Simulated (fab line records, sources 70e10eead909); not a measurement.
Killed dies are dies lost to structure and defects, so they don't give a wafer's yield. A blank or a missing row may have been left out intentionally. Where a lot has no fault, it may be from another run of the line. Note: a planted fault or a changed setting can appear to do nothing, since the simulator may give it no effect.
Which of the tools did it? | flow nandHarc | 42 wafers from 14 lots sampled at 2 of the route's 1159 steps

WHAT THE GAUGES READ, wafer by wafer
NHARC_P_M2_CD_MEAS_16. Usual: cdNm reads 169.8 nm (standard deviation 0.99).
lot  | measured     | on       | cdNm (nm)         | flag
L729 | day 6 13:37  | cdSem-02 | 171.6 169.4 168.9 | 
L730 | day 6 14:11  | cdSem-01 | 168.7 168.7 169.6 | 
L733 | day 7 01:53  | cdSem-02 | 169.0 170.9 169.6 | 
L734 | day 7 19:04  | cdSem-03 | 171.4 171.0 170.5 | 
L735 | day 7 20:22  | cdSem-03 | 169.9 169.4 170.9 | 
L736 | day 8 04:11  | cdSem-02 | 168.4 168.6 169.3 | 
L739 | day 9 06:19  | cdSem-01 | 170.5 168.8 172.1 | 
L738 | day 9 11:28  | cdSem-02 | 171.1 170.6 169.6 | 
L742 | day 9 12:13  | cdSem-02 | 167.8 169.7 169.5 | 
L740 | day 9 13:41  | cdSem-01 | 170.6 169.0 170.8 | 
L741 | day 9 18:30  | cdSem-03 | 170.6 171.0 169.8 | 
L749 | day 11 13:08 | cdSem-03 | 168.5 170.3 169.4 | 
L751 | day 11 16:17 | cdSem-02 | 169.3 169.1 168.3 | 
L750 | day 11 16:53 | cdSem-01 | 170.0 169.6 168.1 | 

WHICH TOOL RAN EACH LOT (tool, then ch and the chambers of the sampled wafers, then the start)
lot  | NHARC_P_M2_ETCH_15
L729 | rieDiel-10 ch 0,1,2, day 6 13:37 or earlier
L730 | rieDiel-07 ch 0,1,2, day 6 14:11 or earlier
L733 | rieDiel-05 ch 0,2, day 7 01:53 or earlier
L734 | rieDiel-10 ch 1,3, day 7 19:04 or earlier
L735 | rieDiel-10 ch 1,2,3, day 7 20:22 or earlier
L736 | rieDiel-10 ch 0,2, day 8 04:11 or earlier
L739 | rieDiel-10 ch 0,2,3, day 9 06:19 or earlier
L738 | rieDiel-10 ch 0,2,3, day 9 11:28 or earlier
L742 | rieDiel-05 ch 0,1,2, day 9 12:13 or earlier
L740 | rieDiel-07 ch 0,2,3, day 9 13:41 or earlier
L741 | rieDiel-10 ch 0,2,3, day 9 18:30 or earlier
L749 | rieDiel-10 ch 0,1, day 11 13:08 or earlier
L751 | rieDiel-10 ch 1,2, day 11 16:17 or earlier
L750 | rieDiel-05 ch 1,2,3, day 11 16:53 or earlier
- NHARC_P_M2_ETCH_15: etches the open film in C4F8/Ar, target depth 182.5 nm, time 91.2 s.

AS READ BY THE TOOLS THEMSELVES (means over the sampled wafers that have a number; for cases with no such wafer, the mark the record gives instead)
NHARC_P_M2_ETCH_15. Usual: oesProductAu 0.954 a.u., standard deviation 0.024; rfVppV 440.2 V, standard deviation 2.6.
lot  | tool       | oesProductAu (a.u.) | rfVppV (V) | flag
L729 | rieDiel-10 | 0.931               | 438.5      | 
L730 | rieDiel-07 | 0.921               | 440.3      | 
L733 | rieDiel-05 | 0.931               | 440.1      | 
L734 | rieDiel-10 | 0.977               | 440.0      | 
L735 | rieDiel-10 | 0.982               | 438.8      | 
L736 | rieDiel-10 | 0.933               | 440.3      | 
L739 | rieDiel-10 | 0.976               | 440.3      | 
L738 | rieDiel-10 | 0.976               | 440.4      | 
L742 | rieDiel-05 | 0.925               | 440.7      | 
L740 | rieDiel-07 | 0.945               | 441.3      | 
L741 | rieDiel-10 | 0.934               | 439.6      | 
L749 | rieDiel-10 | 0.968               | 439.5      | 
L751 | rieDiel-10 | 0.959               | 438.3      | 
L750 | rieDiel-05 | 0.931               | 440.1      | 

THE ANSWER, worked out from the rows above alone
Rule: take the mean of a lot's wafers that have a number; if it is more than 3 standard deviations from the usual mean, the lot is off. Also off: a lot with no number at a reading for which 4 or more lots have one. Any other lot the step has rows for is counted as sound. After the gauges, taken in route order, come the tools' own readings; for these a lot's mean is taken, as printed above. At the first step where some lot is off, the reading lying furthest off is the one used; lots without a number count as furthest.
Across all readings shown, no lot is off: no conclusion can be drawn from this.

WHAT THE SIMULATOR HAD INSERTED
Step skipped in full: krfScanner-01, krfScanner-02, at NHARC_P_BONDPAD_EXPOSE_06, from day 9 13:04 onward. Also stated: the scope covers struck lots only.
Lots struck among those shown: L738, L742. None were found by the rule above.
